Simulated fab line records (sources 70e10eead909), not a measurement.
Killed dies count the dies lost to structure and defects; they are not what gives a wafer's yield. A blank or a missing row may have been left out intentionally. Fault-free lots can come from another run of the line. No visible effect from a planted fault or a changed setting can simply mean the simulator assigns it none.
Comparing a struck lot with a sound one ; flow nand_harc ; 22 steps out of a route of 1302
Sound: wafers L710.1, L710.4, L710.6. Wafers L717.2, L717.4, L717.5 were the ones struck. The cause comes at the end.
At each step with rows: each side's tool, then ch and its chambers, then its first start. Under that, the readings that differ: sound wafers ; struck wafers ; difference of the means ; sigmas: that difference in standard deviations of wafers without a fault.
alike: readings whose means differ by less than 2 such deviations, and words and numbers that are the same on both sides. not compared: withheld readings, readings that some wafer has no value for, bounds like >300 that may hide the same value, and numbers for which the record gives no deviation and whose values overlap.
Wherever a step has rows on one side only, a row that says differs or no value, or a row with sigmas, the two part there. Numbers that have no deviation but don't overlap get no sigmas and don't part them. A reading that every wafer of one side lacks parts them only if that side has two wafers or more.

first, 10 steps without rows for these wafers: NHARC_P_M1_SRD_25; NHARC_P_M1_PRE_CLEAN_32 (time 12 s); NHARC_P_M1_DEP_33 (deposits SiCN, target thk 30 nm); NHARC_P_M2_DEP_00 (deposits SiOC, target thk 182.5 nm); NHARC_P_M2_DEHYDRATE_01 (time 120 s); NHARC_P_M2_HMDS_02 (time 30 s); NHARC_P_M2_COAT_34 (time 65 s); NHARC_P_M2_COAT_03 (resist thk 90 nm); NHARC_P_M2_SOFTBAKE_04 (time 55 s); NHARC_P_M2_EBR_05.
NHARC_P_M2_EXPOSE_06: exposes mask P M2, target cd 170 nm.
  sound on arfi_scanner-03 ch 0, day 6 22:45; struck on arfi_scanner-03 ch 0, day 9 18:04
reading;sound;struck;difference;sigmas
exposure_dose_mJ_cm2;80.71 80.73 80.71;76.74 76.67 76.79;-3.98;-53
  alike: mask, reticle_temp_C
then, 2 steps without rows for these wafers: NHARC_P_M2_PEB_07 (peb time 65 s); NHARC_P_M2_DEVELOP_08 (develop time 35 s).
NHARC_P_M2_CD_MEAS_09 targets a cd of 170 nm.
  sound on cd_sem-03 ch 0, day 6 22:53; struck on cd_sem-03 ch 0, day 9 18:13
reading;sound;struck;difference;sigmas
cd_nm (nm);170.6 171.4 170.0;167.3 167.3 165.9;-3.8;-6
NHARC_P_M2_DESCUM_14: chemistry O2, time 3 s.
  sound on rie_diel-06 ch 1,2,3, day 6 23:06; struck on rie_diel-03 ch 1,2, day 9 18:24
reading;sound;struck;difference;sigmas
model.P_M2.cd_nm (nm);170.3 170.9 169.7;166.6 167.2 166.7;-3.5;
  alike: drypump_motor_current_A, oes_product_au, rf_vpp_V, showerhead_plenum_p_Torr, throttle_valve_pct
  not compared: rf_hours_counter_h
then, 2 steps without rows for these wafers: NHARC_P_M2_ETCH_35 (etches the open film in N2/H2, target depth 40 nm, overetch 12 nm, time 43.94 s); NHARC_P_M2_ETCH_15 (etches the open film in C4F8/Ar, target depth 182.5 nm, time 91.2 s).
NHARC_P_M2_CD_MEAS_16:
  sound on cd_sem-03 at day 6 23:23; struck on cd_sem-03 at day 9 18:44
reading;sound;struck;difference;sigmas
cd_nm (nm);171.0 170.7 169.7;166.9 167.1 166.6;-3.6;-5
then, 1 step without rows for these wafers: NHARC_P_M2_STRIP_18 (strips in N2/H2).
NHARC_P_M2_ETCH_28: etches the open film in CF4/N2, target depth 30 nm, time 72.99 s.
  sound: rie_diel-12 ch 1,2,3; struck: rie_diel-12 ch 2,3
reading;sound;struck;difference;sigmas
model.P_M2.cd_nm (nm);171.1 170.9 168.1;167.6 166.4 166.1;-3.3;
  alike: drypump_motor_current_A, oes_product_au, rf_fwd_power_W, rf_vpp_V, showerhead_plenum_p_Torr, throttle_valve_pct
  not compared: rf_hours_counter_h
then, 1 step without rows for these wafers: NHARC_P_M2_STRIP_19 (strips in post etch residue remover, time 600 s).
-- record jumps: 18 days between struck wafers' starts before vs after; left off in module P_M2, resumes in module END, first step shown is number 1302 of the route --
NHARC_END_SORT_01:
  sound on prober-02 ch 0, day 25 03:43; struck on prober-01 ch 0, day 27 17:38
  alike: defect_limited_yield, killed_at_array, killed_at_other, killed_at_periphery, killed_dies, killed_open, killed_short, sort_bin_2_pct, sort_bin_3_pct, sort_bin_4_pct, sort_n_pass, sort_rim_yield_pct, sort_yield_pct

WHERE THEY PART
Last at NHARC_P_M2_CD_MEAS_16 as far as this record goes, first at NHARC_P_M2_EXPOSE_06. Later steps at which nothing parts them and some readings are alike: NHARC_P_M2_ETCH_28, NHARC_END_SORT_01.

WHY: what had been put in by the simulator
Process parameters drifting: arfi_scanner-03 at NHARC_P_M2_EXPOSE_06, beginning at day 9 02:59. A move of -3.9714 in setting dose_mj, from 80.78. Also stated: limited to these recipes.
